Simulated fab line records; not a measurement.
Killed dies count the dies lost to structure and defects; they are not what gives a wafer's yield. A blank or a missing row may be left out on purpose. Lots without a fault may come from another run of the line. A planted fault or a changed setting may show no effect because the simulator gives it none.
Comparing a struck lot with a sound one	flow n5-finfet	17 steps out of a route of 1938
Sound: wafers L563.3, L563.4, L563.6. Struck: wafer L560.5 (L560.3, L560.4, from the same lot, were not struck and are left out); the cause is given at the end.
Per side, at each step with rows, come the tool, then ch with its chambers, and then its first start. Under that, the readings that differ: sound wafers	struck wafers	difference of the means	sigmas: that difference in standard deviations of wafers without a fault.
alike: readings whose means differ by less than 2 such deviations, and words and numbers that are the same on both sides. not compared: withheld readings, readings that some wafer has no value for, bounds like >300 that may hide the same value, and numbers for which the record gives no deviation and whose values overlap.
The two part at a step that has a row with sigmas, a row that says differs or no value, or rows on one side only. Non-overlapping numbers with no deviation appear without sigmas and do not part them. A reading missing from all wafers of one side parts the sides only when that side holds two or more wafers.

N5_GATE_CUT_STRIP_42: strips in O2.
  sound on rie-diel-02 ch 2,3, day 7 03:17; struck on rie-diel-02 ch 2, day 6 11:20
reading	sound	struck	difference	sigmas
rf-vpp-V (V)	4.2 4.1 4.2	2.8	-1.4	-3
showerhead-plenum-p-Torr (Torr)	2.19 1.99 2.19	1.99	-0.13	-2
  alike: drypump-motor-current-A, o2-flow-sccm, oes-product-au, throttle-valve-pct
  not compared: rf-hours-counter-h
then, 4 steps without rows for these wafers: N5_GATE_CUT_ETCH_19 (etches SiNx in CH3F/O2, target depth 53.7 nm, time 76.7 s); N5_GATE_CUT_CUT_ETCH_53 (etches W in SF6/Cl2, target depth 79.2 nm); N5_GATE_CUT_CUT_ETCH_54 (etches TiN in Cl2/BCl3, target depth 96.7 nm); N5_GATE_CUT_CUT_ETCH_55 (etches HfO2 in BCl3, target depth 3.2 nm).
N5_GATE_CUT_ETCH_47: etches SiO2 in Cl2/BCl3, target depth 10 nm.
  sound on rie-metal-01 ch 0,1, day 7 03:35; struck on rie-metal-02 ch 1, day 6 11:42
  alike: bcl3-flow-sccm, drypump-motor-current-A, oes-product-au, throttle-valve-pct
  not compared: rf-hours-counter-h
N5_GATE_CUT_VAPOR_ETCH_48: etches TiN in BCl3/Cl2.
  sound on rie-metal-01 ch 0,1, day 7 03:37; struck on rie-metal-02 ch 1, day 6 11:44
  alike: drypump-motor-current-A, oes-product-au
N5_GATE_CUT_VAPOR_ETCH_49: etches TiAlC in BCl3/Cl2.
  sound on rie-metal-01 ch 0,1, day 7 03:39; struck on rie-metal-02 ch 1, day 6 11:47
  alike: drypump-motor-current-A, oes-product-au
then, 1 step without rows for these wafers: N5_GATE_CUT_VAPOR_ETCH_51 (etches HfO2 in BCl3/Cl2).
N5_GATE_CUT_STRIP_21: strips in N2/H2, time 30 s.
  sound on plasma-asher-02 ch 0,1, day 7 03:44; struck on plasma-asher-01 ch 1, day 6 11:53
  alike: drypump-motor-current-A, heater-power-w
  not compared: rf-hours-counter-h
then, 2 steps without rows for these wafers: N5_GATE_CUT_STRIP_29 (strips in post etch residue remover, time 60 s); N5_GATE_CUT_SRD_52 (time 30 s).
N5_GATE_CUT_ALD_22: deposits SiNx, target thk 16 nm, pulse time 1 s, ald cycles 320.
  sound on ald-sin-02 ch 1,2,3, day 7 03:53; struck on ald-sin-03 ch 1, day 6 12:16
reading	sound	struck	difference	sigmas
ald-cycles	320 320 320	498	+178	
model.SiNx_of_GATE_CUT_ALD_22.thk-nm (nm)	16 16 16	25	+9	
  alike: heater-power-w, precursor-pulse-height-rel
N5_GATE_CUT_CMP_23: polishes, stops on SiO2, t overpolish 23.4 s, target thk 16 nm.
  sound on cmp-02 ch 0,1,2, day 7 05:24; struck on cmp-03 ch 1, day 6 13:47
reading	sound	struck	difference	sigmas
time-to-endpoint-s (s)	23.2 19.6 23.3	34.7	+12.7	+5
model.SiNx_of_GATE_CUT_ALD_22.thk-nm (nm)	16 16 16	19	+3	
  alike: motor-current-A, retaining-ring-pressure-frac
N5_GATE_CUT_THK_MEAS_24:
  sound on film-metro-02 at day 7 05:40; struck on film-metro-01 at day 6 14:03
  alike: GC_FILL_THK
-- record jumps: 4 days separate the struck wafers' starts on either side; left off in module GATE_CUT, taken up again in module BEOL_M4, whose first shown step is the route's number 1111 --
N5_BEOL_M4_RC_MEAS_101:
  sound on prober-02 ch 0, day 10 22:32; struck on prober-01 ch 0, day 10 16:52
  alike: DIBL_N, DIBL_P, IOFF_N, IOFF_P, ION_N, ION_P, SS_N, SS_P, VT_N, VT_P
-- here the record skips 4 days between the struck wafers' starts before and after, leaving off in module BEOL_M4 and picking up in module PASSIVATION (first step shown: number 1936 of the route) --
N5_PASSIVATION_PROBE_49:
  only the struck wafers here have rows in the record (prober-01, day 15 00:04); the sound ones have none

## WHERE THEY PART
First at N5_GATE_CUT_STRIP_42; last, within this record, at N5_PASSIVATION_PROBE_49.

WHY: whatever the simulator had introduced
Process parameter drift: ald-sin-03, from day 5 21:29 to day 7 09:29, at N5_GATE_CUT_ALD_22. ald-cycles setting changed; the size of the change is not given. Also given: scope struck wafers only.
